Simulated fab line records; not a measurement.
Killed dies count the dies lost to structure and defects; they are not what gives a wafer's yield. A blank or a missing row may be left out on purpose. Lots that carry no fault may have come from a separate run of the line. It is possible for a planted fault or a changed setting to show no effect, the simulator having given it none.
A struck lot beside a sound one + flow nandHarc + 14 out of 1159 route steps
Sound: the wafers L713.2, L713.5, L713.6. The struck wafers were L729.2, L729.5. The cause comes at the end.
At each step with rows: each side's tool, then ch and its chambers, then its first start. Under that, the readings that differ: sound wafers + struck wafers + difference of the means + sigmas: that difference in standard deviations of wafers without a fault.
alike: a reading whose means differ by less than 2 such deviations, as well as words and numbers matching on both sides. not compared: withheld readings; readings where some wafer has no value; bounds like >300 that might hide an equal value; numbers whose values overlap and for which the record gives no deviation.
The two part at a step that has a row with sigmas, a row that says differs or no value, or rows on one side only. When numbers do not overlap yet have no deviation, they are printed without sigmas and do not part them. A reading missing from all wafers of one side parts the sides only when that side holds two or more wafers.

first, 8 steps without rows for these wafers: NHARC_P_BONDPAD_HMDS_02 (time 30 s); NHARC_P_BONDPAD_COAT_36 (time 65 s); NHARC_P_BONDPAD_COAT_03 (resist thk 600 nm); NHARC_P_BONDPAD_SOFTBAKE_04 (time 70 s); NHARC_P_BONDPAD_EBR_05; NHARC_P_BONDPAD_EXPOSE_06 (exposes mask P BPAD); NHARC_P_BONDPAD_PEB_07 (peb time 80 s); NHARC_P_BONDPAD_DEVELOP_08 (time 50 s).
NHARC_P_BONDPAD_CD_MEAS_09 targets a cd of 500 nm.
  sound on cdSem-03 ch 0, day 7 00:02; struck on cdSem-01 ch 0, day 10 20:49
  alike: cdNm
NHARC_P_BONDPAD_OVL_MEAS_38:
  sound: overlay-01 at day 7 00:08; struck: overlay-02 at day 10 20:54
| reading         | sound    | struck | difference | sigmas |
|-----------------|----------|--------|------------|--------|
| overlayYNm (nm) | -5 -5 -5 | 3 3    | +8         | +2     |
  alike: overlayXNm
then, 1 step without rows for these wafers: NHARC_P_BONDPAD_HARDBAKE_10 (time 65 s).
NHARC_P_BONDPAD_DESCUM_11: chemistry O2, time 3 s.
  sound on rieDiel-02 ch 0,1,3, day 7 00:17; struck on rieDiel-02 ch 0, day 10 21:02
| reading             | sound             | struck      | difference | sigmas |
|---------------------|-------------------|-------------|------------|--------|
| oesProductAu (a.u.) | 0.976 0.998 1.002 | 1.015 1.011 | +0.021     | +2     |
  alike: drypumpMotorCurrentA, rfVppV, showerheadPlenumPTorr, throttleValvePct
  not compared: rfHoursCounterH
NHARC_P_BONDPAD_ETCH_37: etches the open film in N2/H2, target depth 60 nm, overetch 18 nm, time 65.91 s.
  sound on rieDiel-02 ch 2,3, day 7 00:20; struck on rieDiel-02 ch 2, day 10 21:07
| reading        | sound          | struck    | difference | sigmas |
|----------------|----------------|-----------|------------|--------|
| runLengthS (s) | 86.7 86.5 87.7 | 71.2 70.7 | -16.0      | -26    |
  alike: drypumpMotorCurrentA, oesProductAu, rfVppV, showerheadPlenumPTorr, throttleValvePct
  not compared: rfHoursCounterH
NHARC_P_BONDPAD_ETCH_12: etches the open film in CHF3/O2, target depth 200 nm, time 100 s.
  sound: rieDiel-02 ch 1,2; struck: rieDiel-02 ch 0,1
  alike: drypumpMotorCurrentA, oesProductAu, rfVppV, runLengthS, showerheadPlenumPTorr, throttleValvePct
  not compared: rfHoursCounterH

== WHERE THEY PART ==
First at NHARC_P_BONDPAD_OVL_MEAS_38; last, within this record, at NHARC_P_BONDPAD_ETCH_37. Later steps at which nothing parts them and some readings are alike: NHARC_P_BONDPAD_ETCH_12.

WHY: what had been put in by the simulator
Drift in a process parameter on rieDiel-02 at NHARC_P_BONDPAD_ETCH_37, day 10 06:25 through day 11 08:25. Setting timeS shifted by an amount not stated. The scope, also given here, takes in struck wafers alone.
